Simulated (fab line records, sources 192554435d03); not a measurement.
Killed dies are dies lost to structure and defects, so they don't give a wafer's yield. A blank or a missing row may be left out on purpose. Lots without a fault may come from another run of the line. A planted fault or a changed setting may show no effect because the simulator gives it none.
Chamber matching | flow n5_finfet | N5_MOL_CONTACT_COAG_ETCH_106 on rie_diel-02: 4 sister chambers
The step etches SOC in N2/H2, target depth 80 nm, overetch 16 nm, time 120 s. 14 wafers are shown with their chamber, then 7 later ones without.

WAFERS WITH THEIR CHAMBER
wafer  | chamber | drypump_motor_current_A (A) | showerhead_plenum_p_Torr (Torr) | throttle_valve_pct (%)
L074.1 | 3       | 5.2                         | 2.58                            | 17.93
L074.2 | 1       | 5.0                         | 2.70                            | 17.83
L074.3 | 2       | 6.4                         | 2.67                            | 17.48
L075.1 | 3       | 5.2                         | 2.58                            | 17.93
L075.4 | 2       | 6.4                         | 2.67                            | 17.46
L075.6 | 1       | 5.0                         | 2.70                            | 17.82
L078.2 | 0       | 4.9                         | 2.56                            | 17.86
L078.4 | 1       | 5.0                         | 2.70                            | 17.85
L078.5 | 2       | 6.3                         | 2.67                            | 17.48
L080.2 | 3       | 5.2                         | 2.57                            | 17.96
L080.4 | 2       | 6.4                         | 2.66                            | 17.49
L080.5 | 2       | 6.4                         | 2.66                            | 17.49
L082.1 | 1       | 5.0                         | 2.70                            | 17.86
L082.4 | 3       | 5.2                         | 2.57                            | 17.97

SIGNATURES (means of the wafers above)
reading                  | chamber 0 | chamber 1 | chamber 2 | chamber 3 | scatter within a chamber
drypump_motor_current_A  | 4.900     | 5.000     | 6.380     | 5.200     | 0.0283
showerhead_plenum_p_Torr | 2.5600    | 2.7000    | 2.6660    | 2.5750    | 0.00469
throttle_valve_pct       | 17.8600   | 17.8400   | 17.4800   | 17.9475   | 0.017
Rule: a wafer's distance from a chamber is the root of the sum, over the readings, of the square of ((its reading less the chamber's mean) divided by the reading's scatter). The wafer belongs to the nearest chamber; if the next one is less than 2 further off, it can't be placed. The scatter: the root of (the sum of the squares of (reading less its chamber's mean) over the shown wafers, divided by (wafers less chambers)).

WAFERS WITHOUT THEIR CHAMBER
wafer  | drypump_motor_current_A (A) | showerhead_plenum_p_Torr (Torr) | throttle_valve_pct (%)
L082.6 | 4.9                         | 2.56                            | 17.89
L084.1 | 5.0                         | 2.69                            | 17.88
L084.4 | 6.4                         | 2.66                            | 17.51
L084.6 | 4.9                         | 2.56                            | 17.91
L095.1 | 5.2                         | 2.56                            | 18.00
L095.4 | 4.9                         | 2.55                            | 17.93
L095.6 | 5.0                         | 2.69                            | 17.89

WHICH CHAMBER EACH WENT THROUGH
wafer  | from the rows above | in truth
L082.6 | 0                   | 0
L084.1 | 1                   | 1
L084.4 | 2                   | 2
L084.6 | 0                   | 0
L095.1 | 3                   | 3
L095.4 | 0                   | 0
L095.6 | 1                   | 1
Placed correctly: 7 of 7. Can't be placed from these rows: 0. Placed wrongly: 0.
